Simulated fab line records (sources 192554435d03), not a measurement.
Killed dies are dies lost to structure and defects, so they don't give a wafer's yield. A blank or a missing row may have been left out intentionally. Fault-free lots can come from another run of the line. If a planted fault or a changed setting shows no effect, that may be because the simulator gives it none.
The same fault as seen by 3 desks | flow n5-finfet | only its own numbers are on each desk; what lay behind them is given at the end

== THE METROLOGY DESK ==
Means of the sampled wafers that have a number, per lot and without regard to the tool the lot ran on: this is what the gauges read. The brackets show how far a lot's mean lies from the usual mean; more than 4 standard deviations puts the lot out of limits, marked OUT. Only the readings that lie furthest out on some lot appear, 7 of the 12 it has.
Columns: A = cd-nm at N5_BEOL_M2_CD_MEAS_28, usual 26.15 nm; B = V1_OVL at N5_BEOL_M2_OVL_MEAS_29, usual -0.3 nm; C = DIBL_N at N5_BEOL_M4_RC_MEAS_101, usual 36.9 mV/V; D = DIBL_P at N5_BEOL_M4_RC_MEAS_101, usual 37.3 mV/V; E = SS_N at N5_BEOL_M4_RC_MEAS_101, usual 71.6 mV/dec; F = SS_P at N5_BEOL_M4_RC_MEAS_101, usual 73.4 mV/dec; G = VT_P at N5_BEOL_M4_RC_MEAS_101, usual -250 mV
lot  | first seen here | A     | B    | C    | D    | E    | F    | G
L761 | day 7 06:45     | 26.05 | 0.0  | 35.9 | 37.2 | 72.1 | 72.9 | -249
L764 | day 8 04:23     | 26.11 | -0.1 | 35.6 | 37.6 | 71.0 | 73.5 | -250
L765 | day 8 11:18     | 25.80 | -0.9 | 37.4 | 37.2 | 71.6 | 73.7 | -248
L769 | day 9 18:44     | 26.06 | -1.0 | 34.5 | 34.3 | 70.8 | 72.2 | -250
L778 | day 11 23:07    | 25.95 | -0.1 | 34.5 | 34.4 | 70.9 | 73.0 | -255
L780 | day 12 04:05    | 26.36 | -1.2 | 37.7 | 38.7 | 71.5 | 74.3 | -251
L779 | day 12 05:08    | 26.01 | -1.0 | 39.2 | 40.6 | 72.8 | 74.4 | -250
This desk's verdict: no lot among the 7 shows anything out of limits.

== DESK OF THE TOOL OWNER: rie-diel-02 ==
The tool's own readings at N5_BEOL_M2_VIA_ETCH_34 (etches the open film in C4F6/O2, target depth 69.4 nm, time 65.9 s): means of the sampled wafers that have a number, for each lot that ran on this tool. The brackets show how far a lot's mean lies from the usual mean; more than 4 standard deviations puts the lot out of limits, marked OUT.
Columns: A = drypump-motor-current-A at N5_BEOL_M2_VIA_ETCH_34, usual 5.8 A; B = oes-product-au at N5_BEOL_M2_VIA_ETCH_34, usual 0.83 a.u.; C = rf-vpp-V at N5_BEOL_M2_VIA_ETCH_34, usual 673 V; D = run-length-s at N5_BEOL_M2_VIA_ETCH_34, usual 89.4 s; E = showerhead-plenum-p-Torr at N5_BEOL_M2_VIA_ETCH_34, usual 2.88 Torr; F = throttle-valve-pct at N5_BEOL_M2_VIA_ETCH_34, usual 30.71 %
lot  | first seen here | A   | B    | C   | D              | E    | F
L761 | day 7 09:46     | 5.8 | 0.87 | 668 | 89.8           | 2.89 | 30.46
L764 | day 8 08:48     | 5.7 | 0.82 | 666 | 78.6 (-28) OUT | 2.91 | 30.67
L765 | day 8 18:35     | 5.7 | 0.81 | 666 | 84.2 (-14) OUT | 2.91 | 30.67
L769 | day 10 00:15    | 5.8 | 0.86 | 678 | 81.0 (-22) OUT | 2.88 | 30.42
L780 | day 12 09:44    | 5.7 | 0.83 | 672 | 89.2           | 2.88 | 30.44
L779 | day 12 10:13    | 5.7 | 0.80 | 674 | 89.4           | 2.90 | 30.66
Finding of this desk: L764, L765, L769 out of limits; the first was L764 at day 8 08:48, on run-length-s at N5_BEOL_M2_VIA_ETCH_34. L761, L780, L779 stayed within limits.

== THE DEFECT DESK ==
Counts from the inspections along the route, per lot, as means over the sampled wafers that have a number. The brackets show how far a lot's mean lies from the usual mean; more than 4 standard deviations puts the lot out of limits, marked OUT.
Columns: A = raw-defect-count at N5_BEOL_M2_INSPECT_30, usual 383
lot  | first seen here | A
L761 | day 7 06:50     | 347
L764 | day 8 04:29     | 243
L765 | day 8 11:23     | 378
L769 | day 9 18:50     | 409
L778 | day 11 23:11    | 402
L780 | day 12 04:11    | 367
L779 | day 12 05:13    | 372
This desk's verdict: no lot among the 7 shows anything out of limits.

== ALL TOGETHER ==
On L764, L765, L769, at day 8 08:48, an alarm was possible from the tool owner's desk.
At the metrology desk, nothing out of limits was observed.
The defect desk saw nothing out of limits.
The metrology desk has L764, L765, L769 on record, within its limits.
The defect desk has L764, L765, L769 on record, within its limits.
The lots listed all ran N5_BEOL_M2_VIA_ETCH_34 on rie-diel-02.

== WHAT HAD BEEN PUT IN BY THE SIMULATOR ==
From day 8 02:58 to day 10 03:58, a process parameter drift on rie-diel-02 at N5_BEOL_M2_VIA_ETCH_34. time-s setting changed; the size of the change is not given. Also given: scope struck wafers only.
Struck lots among those shown: L764, L765, L769.
Delay in hours, fault start to first out-of-limits reading, by desk: the tool owner's desk at 6.
